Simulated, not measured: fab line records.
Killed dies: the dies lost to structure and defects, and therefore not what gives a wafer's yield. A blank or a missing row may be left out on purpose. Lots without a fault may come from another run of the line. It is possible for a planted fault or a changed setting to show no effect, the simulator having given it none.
What tool caused it? || flow n5-finfet || Sampling: 9 lots, 27 wafers, 4 of 1938 route steps

== WHAT EACH GAUGE READ, for each wafer ==
N5_BEOL_M4_RC_MEAS_101. Usual: DIBL_N 36.0 mV/V, standard deviation 1.7; DIBL_P 36.0 mV/V, standard deviation 2; IOFF_N 0.156 nA/um, standard deviation 0.028; IOFF_P 0.21 nA/um, standard deviation 0.04; ION_N 673 uA/um, standard deviation 12; ION_P 463 uA/um, standard deviation 8.3; SS_N 71.4 mV/dec, standard deviation 0.6; SS_P 73.3 mV/dec, standard deviation 0.66; VT_N 250 mV, standard deviation 3; VT_P -250 mV, standard deviation 3.8.
{"lot": "L407", "measured": "day 8 01:18", "on": "prober-02", "DIBL_N (mV/V)": "35.8 38.5 35.0", "DIBL_P (mV/V)": "35.5 39.1 35.3", "IOFF_N (nA/um)": "0.155 0.207 0.146", "IOFF_P (nA/um)": "0.16 0.22 0.17", "ION_N (uA/um)": "674 680 668", "ION_P (uA/um)": "460 454 454", "SS_N (mV/dec)": "72.5 72.3 70.5", "SS_P (mV/dec)": "73.2 74.7 73.0", "VT_N (mV)": "250 248 248", "VT_P (mV)": "-257 -251 -256", "flag": ""}
{"lot": "L406", "measured": "day 8 05:31", "on": "prober-01", "DIBL_N (mV/V)": "33.3 35.7 35.2", "DIBL_P (mV/V)": "32.2 35.4 34.4", "IOFF_N (nA/um)": "0.102 0.135 0.136", "IOFF_P (nA/um)": "0.17 0.20 0.20", "ION_N (uA/um)": "653 654 666", "ION_P (uA/um)": "460 456 459", "SS_N (mV/dec)": "70.6 72.1 71.4", "SS_P (mV/dec)": "72.2 73.7 72.7", "VT_N (mV)": "256 254 254", "VT_P (mV)": "-253 -251 -249", "flag": ""}
{"lot": "L408", "measured": "day 8 11:33", "on": "prober-02", "DIBL_N (mV/V)": "36.9 36.9 34.7", "DIBL_P (mV/V)": "36.3 35.9 34.3", "IOFF_N (nA/um)": "0.167 0.153 0.123", "IOFF_P (nA/um)": "0.18 0.18 0.16", "ION_N (uA/um)": "677 660 672", "ION_P (uA/um)": "461 448 457", "SS_N (mV/dec)": "71.3 71.9 70.7", "SS_P (mV/dec)": "73.6 73.7 72.6", "VT_N (mV)": "250 255 254", "VT_P (mV)": "-254 -255 -254", "flag": ""}
{"lot": "L410", "measured": "day 8 22:27", "on": "prober-01", "DIBL_N (mV/V)": "34.8 37.8 35.3", "DIBL_P (mV/V)": "33.7 38.1 34.2", "IOFF_N (nA/um)": "0.118 0.169 0.136", "IOFF_P (nA/um)": "0.18 0.24 0.18", "ION_N (uA/um)": "652 669 672", "ION_P (uA/um)": "454 465 463", "SS_N (mV/dec)": "71.3 72.4 71.1", "SS_P (mV/dec)": "73.1 73.7 72.9", "VT_N (mV)": "255 250 250", "VT_P (mV)": "-252 -246 -252", "flag": ""}
{"lot": "L413", "measured": "day 9 16:02", "on": "prober-02", "DIBL_N (mV/V)": "36.1 36.3 36.6", "DIBL_P (mV/V)": "35.1 35.6 35.9", "IOFF_N (nA/um)": "0.155 0.168 0.159", "IOFF_P (nA/um)": "0.20 0.22 0.22", "ION_N (uA/um)": "669 681 673", "ION_P (uA/um)": "462 465 461", "SS_N (mV/dec)": "71.7 70.9 71.8", "SS_P (mV/dec)": "73.6 73.2 74.5", "VT_N (mV)": "252 248 251", "VT_P (mV)": "-251 -247 -250", "flag": ""}
{"lot": "L414", "measured": "day 10 00:16", "on": "prober-02", "DIBL_N (mV/V)": "37.0 36.4 36.6", "DIBL_P (mV/V)": "36.3 35.2 36.0", "IOFF_N (nA/um)": "0.172 0.160 0.163", "IOFF_P (nA/um)": "0.20 0.18 0.19", "ION_N (uA/um)": "684 684 682", "ION_P (uA/um)": "466 468 461", "SS_N (mV/dec)": "72.0 71.0 71.5", "SS_P (mV/dec)": "73.8 73.5 73.7", "VT_N (mV)": "248 248 251", "VT_P (mV)": "-253 -253 -253", "flag": ""}
{"lot": "L417", "measured": "day 10 22:46", "on": "prober-02", "DIBL_N (mV/V)": "35.4 33.6 35.8", "DIBL_P (mV/V)": "35.3 34.6 36.7", "IOFF_N (nA/um)": "0.164 0.139 0.188", "IOFF_P (nA/um)": "0.23 0.23 0.27", "ION_N (uA/um)": "678 672 695", "ION_P (uA/um)": "467 474 480", "SS_N (mV/dec)": "71.0 70.8 71.8", "SS_P (mV/dec)": "72.4 72.7 73.8", "VT_N (mV)": "247 248 246", "VT_P (mV)": "-245 -247 -245", "flag": ""}
{"lot": "L421", "measured": "day 11 23:07", "on": "prober-02", "DIBL_N (mV/V)": "38.2 37.0 34.4", "DIBL_P (mV/V)": "39.8 38.4 35.9", "IOFF_N (nA/um)": "0.180 0.150 0.121", "IOFF_P (nA/um)": "0.26 0.23 0.20", "ION_N (uA/um)": "676 660 663", "ION_P (uA/um)": "466 456 460", "SS_N (mV/dec)": "71.8 71.2 70.9", "SS_P (mV/dec)": "73.4 73.9 72.9", "VT_N (mV)": "248 251 253", "VT_P (mV)": "-246 -247 -250", "flag": ""}
{"lot": "L427", "measured": "day 13 10:40", "on": "prober-01", "DIBL_N (mV/V)": "35.1 36.1 35.9", "DIBL_P (mV/V)": "35.2 36.0 36.8", "IOFF_N (nA/um)": "0.132 0.156 0.150", "IOFF_P (nA/um)": "0.16 0.18 0.19", "ION_N (uA/um)": "676 674 680", "ION_P (uA/um)": "463 461 462", "SS_N (mV/dec)": "70.9 71.5 71.0", "SS_P (mV/dec)": "72.4 73.2 72.9", "VT_N (mV)": "251 250 251", "VT_P (mV)": "-254 -256 -253", "flag": ""}

N5_BEOL_M5_THK_MEAS_01. Usual: M5_ILD_THK gives 120.9 nm (standard deviation 1.6).
{"lot": "L407", "measured": "day 8 03:19", "on": "film-metro-02", "M5_ILD_THK (nm)": "120.8 121.0 122.0", "flag": ""}
{"lot": "L406", "measured": "day 8 06:55", "on": "film-metro-01", "M5_ILD_THK (nm)": "118.2 121.9 123.1", "flag": ""}
{"lot": "L408", "measured": "day 8 13:04", "on": "film-metro-01", "M5_ILD_THK (nm)": "120.1 120.6 121.5", "flag": ""}
{"lot": "L410", "measured": "day 8 23:59", "on": "film-metro-01", "M5_ILD_THK (nm)": "120.6 117.5 120.9", "flag": ""}
{"lot": "L413", "measured": "day 9 17:53", "on": "film-metro-02", "M5_ILD_THK (nm)": "120.2 120.9 121.9", "flag": ""}
{"lot": "L414", "measured": "day 10 01:47", "on": "film-metro-02", "M5_ILD_THK (nm)": "120.6 122.4 119.1", "flag": ""}
{"lot": "L417", "measured": "day 11 00:18", "on": "film-metro-01", "M5_ILD_THK (nm)": "121.5 119.7 122.8", "flag": ""}
{"lot": "L421", "measured": "day 12 00:50", "on": "film-metro-02", "M5_ILD_THK (nm)": "119.9 122.9 121.2", "flag": ""}
{"lot": "L427", "measured": "day 13 12:04", "on": "film-metro-01", "M5_ILD_THK (nm)": "119.1 121.1 121.1", "flag": ""}

N5_BEOL_M5_OVL_MEAS_12. Usual: M5_OVL gives -0.1 nm (standard deviation 0.65).
{"lot": "L407", "measured": "day 8 04:49", "on": "overlay-02", "M5_OVL (nm)": "-0.7 0.1 0.3", "flag": ""}
{"lot": "L406", "measured": "day 8 07:58", "on": "overlay-02", "M5_OVL (nm)": "0.5 0.6 0.3", "flag": ""}
{"lot": "L408", "measured": "day 8 13:40", "on": "overlay-02", "M5_OVL (nm)": "0.4 -0.2 -0.3", "flag": ""}
{"lot": "L410", "measured": "day 9 01:34", "on": "overlay-01", "M5_OVL (nm)": "11.2 10.9 10.6", "flag": "OFF"}
{"lot": "L413", "measured": "day 9 19:52", "on": "overlay-02", "M5_OVL (nm)": "-1.1 0.4 0.8", "flag": ""}
{"lot": "L414", "measured": "day 10 04:35", "on": "overlay-02", "M5_OVL (nm)": "12.0 12.1 11.7", "flag": "OFF"}
{"lot": "L417", "measured": "day 11 02:37", "on": "overlay-01", "M5_OVL (nm)": "-0.3 -2.2 -0.5", "flag": ""}
{"lot": "L421", "measured": "day 12 02:20", "on": "overlay-02", "M5_OVL (nm)": "-0.5 0.2 0.0", "flag": ""}
{"lot": "L427", "measured": "day 13 12:50", "on": "overlay-02", "M5_OVL (nm)": "-0.2 1.1 0.0", "flag": ""}

== TOOL THAT RAN EACH LOT (tool first, then ch and the chambers of the sampled wafers, then the start) ==
{"lot": "L407", "N5_BEOL_M5_EXPOSE_08": "euv-scanner-01 ch 0, day 8 04:39"}
{"lot": "L406", "N5_BEOL_M5_EXPOSE_08": "euv-scanner-02 ch 0, day 8 07:48"}
{"lot": "L408", "N5_BEOL_M5_EXPOSE_08": "euv-scanner-02 ch 0, day 8 13:31"}
{"lot": "L410", "N5_BEOL_M5_EXPOSE_08": "euv-scanner-02 ch 0, day 9 01:24"}
{"lot": "L413", "N5_BEOL_M5_EXPOSE_08": "euv-scanner-01 ch 0, day 9 19:42"}
{"lot": "L414", "N5_BEOL_M5_EXPOSE_08": "euv-scanner-02 ch 0, day 10 04:26"}
{"lot": "L417", "N5_BEOL_M5_EXPOSE_08": "euv-scanner-01 ch 0, day 11 02:28"}
{"lot": "L421", "N5_BEOL_M5_EXPOSE_08": "euv-scanner-01 ch 0, day 12 02:10"}
{"lot": "L427", "N5_BEOL_M5_EXPOSE_08": "euv-scanner-01 ch 0, day 13 12:41"}
- N5_BEOL_M5_EXPOSE_08: exposes mask M5, target cd 28 nm.

== WHAT THE TOOLS THEMSELVES READ (means of the sampled wafers that have a number; where no wafer has one, the mark that the record gives instead) ==
The record holds no such reading with a usual standard deviation.

== THE ANSWER, worked out from the rows above alone ==
Rule: a lot is off if the mean of its wafers that have a number lies more than 3 standard deviations from the usual mean. A lot without any number at a reading at which 4 lots or more have one is off too. All remaining lots with rows at the step are treated as sound. After the gauges, taken in route order, come the tools' own readings; for these a lot's mean is taken, as printed above. The first step at which some lot is off is used, and at that step the reading that is off furthest; a lot without a number counts as furthest.
Off: at N5_BEOL_M5_OVL_MEAS_12 (M5_OVL), L410, L414.
A tool fits if, at a process step before that reading, it ran every lot that is off, and no sound lot after the first of them. Those tools and the gauges at N5_BEOL_M5_OVL_MEAS_12 are tried in the same way. One fits: N5_BEOL_M5_EXPOSE_08 on euv-scanner-02. Its last sound lot is L408 (day 8 13:31), its first lot that is off L410 (day 9 01:24): a fault that began between those two fits.

== WHAT THE SIMULATOR HAD PUT IN ==
Scanner matching overlay: euv-scanner-02, from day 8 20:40 on, at N5_BEOL_M5_EXPOSE_08. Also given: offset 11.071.
Struck lots among those shown: L410, L414. The rule above found the same.
